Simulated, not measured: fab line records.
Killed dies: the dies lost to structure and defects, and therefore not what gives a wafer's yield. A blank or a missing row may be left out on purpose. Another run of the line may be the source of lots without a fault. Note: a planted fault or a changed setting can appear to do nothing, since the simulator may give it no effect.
Tool commonality check | flow nandHarc | Sample size 3 lots and 9 wafers

## WHY THIS WAS OPENED
Flagged at NHARC_END_SORT_01: reading killedDies, on 2 of 3 lots. Fault-free wafers read 63, with a standard deviation of 19.
Rule: a lot gets a flag if all its wafers with a number sit over 4 standard deviations from that mean, or if no wafer of it has a number. The rest of the lots are taken to be sound.

lot  | measured     | on        | killedDies, wafer by wafer | flag
L537 | day 31 06:33 | prober-02 | 37 42 34                   | 
L543 | day 32 07:11 | prober-01 | 677 676 676                | FLAGGED
L540 | day 32 19:04 | prober-01 | 677 677 676                | FLAGGED
Average over the flagged lots: 676; offset from the usual +614, equal to +32 standard deviations.

## TOOL THAT RAN EACH LOT
Before the reading, the record contains 4 process steps out of a 1302-step route. In each cell: the tool, then ch and the chambers that the sampled wafers went through, then the start.
lot  | flag    | NHARC_A_STAIRCASE_HM_OPEN_463                | NHARC_A_STAIRCASE_DEP_322       | NHARC_A_STAIRCASE_ETCH_444        | NHARC_A_STAIRCASE_STRIP_446
L537 |         | rieDiel-06 ch 0,1,3, day 24 12:58 or earlier | pecvd-02 ch 0,1,2, day 24 12:58 | rieDiel-02 ch 0,1,2, day 25 12:26 | plasmaAsher-02 ch 0,1, day 25 16:49
L543 | FLAGGED | rieDiel-04 ch 0,1,2, day 25 22:08 or earlier | pecvd-01 ch 0,1,2, day 25 22:08 | rieDiel-02 ch 0,1,3, day 26 14:46 | plasmaAsher-02 ch 0,1, day 26 18:49
L540 | FLAGGED | rieDiel-04 ch 0,3, day 25 21:34 or earlier   | pecvd-01 ch 0,1,2, day 25 21:34 | rieDiel-02 ch 0,1,2, day 26 17:40 | plasmaAsher-02 ch 0,1, day 26 21:43
These steps, and what they do:
- NHARC_A_STAIRCASE_HM_OPEN_463: chemistry O2/COS.
- NHARC_A_STAIRCASE_DEP_322: deposits SiO2, target thk 7200 nm.
- NHARC_A_STAIRCASE_ETCH_444: etches the open film in C4F8/O2, target depth 20400 nm, time 6800 s.
- NHARC_A_STAIRCASE_STRIP_446: strips in O2.
- NHARC_END_SORT_01

## FLAGGED AGAINST TOTAL, ONE TOOL AT A TIME (gauges that did the reading follow at the end)
step                          | tool           | lots run | flagged | share of the flagged lots | sound lots run after its first flagged lot
NHARC_A_STAIRCASE_HM_OPEN_463 | rieDiel-04     | 2        | 2       | all                       | 0
NHARC_A_STAIRCASE_HM_OPEN_463 | rieDiel-06     | 1        | 0       | none                      | -
NHARC_A_STAIRCASE_DEP_322     | pecvd-01       | 2        | 2       | all                       | 0
NHARC_A_STAIRCASE_DEP_322     | pecvd-02       | 1        | 0       | none                      | -
NHARC_A_STAIRCASE_ETCH_444    | rieDiel-02     | 3        | 2       | all                       | 0
NHARC_A_STAIRCASE_STRIP_446   | plasmaAsher-02 | 3        | 2       | all                       | 0
NHARC_END_SORT_01             | prober-01      | 2        | 2       | all                       | 0
NHARC_END_SORT_01             | prober-02      | 1        | 0       | none                      | -
NHARC_A_STAIRCASE_HM_OPEN_463: start missing for some lots; hours and lot order therefore follow NHARC_A_STAIRCASE_DEP_322.

## WHAT THE TABLE PERMITS
5 rows of the table ran every flagged lot: rieDiel-04 at NHARC_A_STAIRCASE_HM_OPEN_463, pecvd-01 at NHARC_A_STAIRCASE_DEP_322, rieDiel-02 at NHARC_A_STAIRCASE_ETCH_444, plasmaAsher-02 at NHARC_A_STAIRCASE_STRIP_446, prober-01 at NHARC_END_SORT_01.
- rieDiel-04 at NHARC_A_STAIRCASE_HM_OPEN_463 ran 2 lots, 2 of them flagged. No sound lot ran on it before its first flagged lot in this sample; the start therefore can't be narrowed down.
- pecvd-01 at NHARC_A_STAIRCASE_DEP_322 ran 2 lots, 2 of them flagged. No sound lot ran on it before its first flagged lot in this sample; the start therefore can't be narrowed down.
- rieDiel-02 at NHARC_A_STAIRCASE_ETCH_444 ran 3 lots, 2 of them flagged. It ran its last sound lot, L537, at day 25 12:26 and its first flagged lot, L543, at day 26 14:46: a fault with its onset between the two fits. Its own readings lie more than 4 standard deviations out on every wafer of the flagged lots: runLengthS.
- plasmaAsher-02 at NHARC_A_STAIRCASE_STRIP_446 ran 3 lots, 2 of them flagged. It ran its last sound lot, L537, at day 25 16:49 and its first flagged lot, L543, at day 26 18:49: a fault with its onset between the two fits.
- prober-01 at NHARC_END_SORT_01 ran 2 lots, 2 of them flagged. No sound lot ran on it before its first flagged lot in this sample; the start therefore can't be narrowed down.
A lot count leaves these 5 tools indistinguishable: every one of them fits a fault beginning at some hour. More lots, or a look at what each step does to the wafer, might.

## WHAT THE SIMULATOR PUT IN
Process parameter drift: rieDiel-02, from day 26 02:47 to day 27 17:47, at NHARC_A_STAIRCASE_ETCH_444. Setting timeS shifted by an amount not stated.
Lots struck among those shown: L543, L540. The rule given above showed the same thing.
